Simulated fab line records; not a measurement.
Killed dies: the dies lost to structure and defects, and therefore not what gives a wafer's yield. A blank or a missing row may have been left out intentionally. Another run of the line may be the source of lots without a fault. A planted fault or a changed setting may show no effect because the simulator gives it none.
Chamber matching || flow n5-finfet || N5_BEOL_M7_ETCH_65 on rie-diel-06: 4 sister chambers
The step etches SiARC in CF4, target depth 15.6 nm, time 26 s. 8 wafers are shown with their chamber, then 9 later ones without.

## WAFERS, EACH WITH ITS CHAMBER
{"wafer": "L075.2", "chamber": 0, "showerhead-plenum-p-Torr (Torr)": 2.03, "drypump-motor-current-A (A)": 4.9}
{"wafer": "L075.5", "chamber": 0, "showerhead-plenum-p-Torr (Torr)": 2.03, "drypump-motor-current-A (A)": 5.0}
{"wafer": "L083.4", "chamber": 3, "showerhead-plenum-p-Torr (Torr)": 2.17, "drypump-motor-current-A (A)": 6.3}
{"wafer": "L083.5", "chamber": 2, "showerhead-plenum-p-Torr (Torr)": 2.13, "drypump-motor-current-A (A)": 6.4}
{"wafer": "L083.6", "chamber": 1, "showerhead-plenum-p-Torr (Torr)": 2.18, "drypump-motor-current-A (A)": 5.8}
{"wafer": "L081.1", "chamber": 3, "showerhead-plenum-p-Torr (Torr)": 2.17, "drypump-motor-current-A (A)": 6.3}
{"wafer": "L081.5", "chamber": 2, "showerhead-plenum-p-Torr (Torr)": 2.12, "drypump-motor-current-A (A)": 6.3}
{"wafer": "L081.6", "chamber": 1, "showerhead-plenum-p-Torr (Torr)": 2.18, "drypump-motor-current-A (A)": 5.8}

## WAFERS WHOSE CHAMBER IS MISSING
{"wafer": "L085.1", "showerhead-plenum-p-Torr (Torr)": 2.12, "drypump-motor-current-A (A)": 6.4}
{"wafer": "L085.4", "showerhead-plenum-p-Torr (Torr)": 2.17, "drypump-motor-current-A (A)": 6.3}
{"wafer": "L085.6", "showerhead-plenum-p-Torr (Torr)": 2.18, "drypump-motor-current-A (A)": 5.9}
{"wafer": "L088.1", "showerhead-plenum-p-Torr (Torr)": 2.12, "drypump-motor-current-A (A)": 6.4}
{"wafer": "L088.3", "showerhead-plenum-p-Torr (Torr)": 2.18, "drypump-motor-current-A (A)": 5.9}
{"wafer": "L088.4", "showerhead-plenum-p-Torr (Torr)": 2.17, "drypump-motor-current-A (A)": 6.3}
{"wafer": "L093.1", "showerhead-plenum-p-Torr (Torr)": 2.16, "drypump-motor-current-A (A)": 6.3}
{"wafer": "L093.3", "showerhead-plenum-p-Torr (Torr)": 2.28, "drypump-motor-current-A (A)": 4.9}
{"wafer": "L093.6", "showerhead-plenum-p-Torr (Torr)": 2.12, "drypump-motor-current-A (A)": 6.3}

## WHICH CHAMBER EACH WENT THROUGH
{"wafer": "L085.1", "from the rows above": 2, "in truth": 2}
{"wafer": "L085.4", "from the rows above": 3, "in truth": 3}
{"wafer": "L085.6", "from the rows above": 1, "in truth": 1}
{"wafer": "L088.1", "from the rows above": 2, "in truth": 2}
{"wafer": "L088.3", "from the rows above": 1, "in truth": 1}
{"wafer": "L088.4", "from the rows above": 3, "in truth": 3}
{"wafer": "L093.1", "from the rows above": 3, "in truth": 3}
{"wafer": "L093.3", "from the rows above": 1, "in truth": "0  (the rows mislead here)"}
{"wafer": "L093.6", "from the rows above": 2, "in truth": 2}
8 of 9 placed correctly. From these rows, 0 cannot be placed. 1 placed wrongly.
How it was worked out, from the rows above alone: a wafer's distance from a chamber is the root of the sum, over the readings, of the square of ((its reading less the chamber's mean) divided by the reading's scatter). The wafer belongs to the nearest chamber; if the next one is less than 2 further off, it can't be placed. Each chamber's mean is taken over the wafers shown for it. The scatter is the square root of a quotient: the sum, over the shown wafers, of each reading's squared deviation from its chamber's mean, divided by wafers minus chambers.
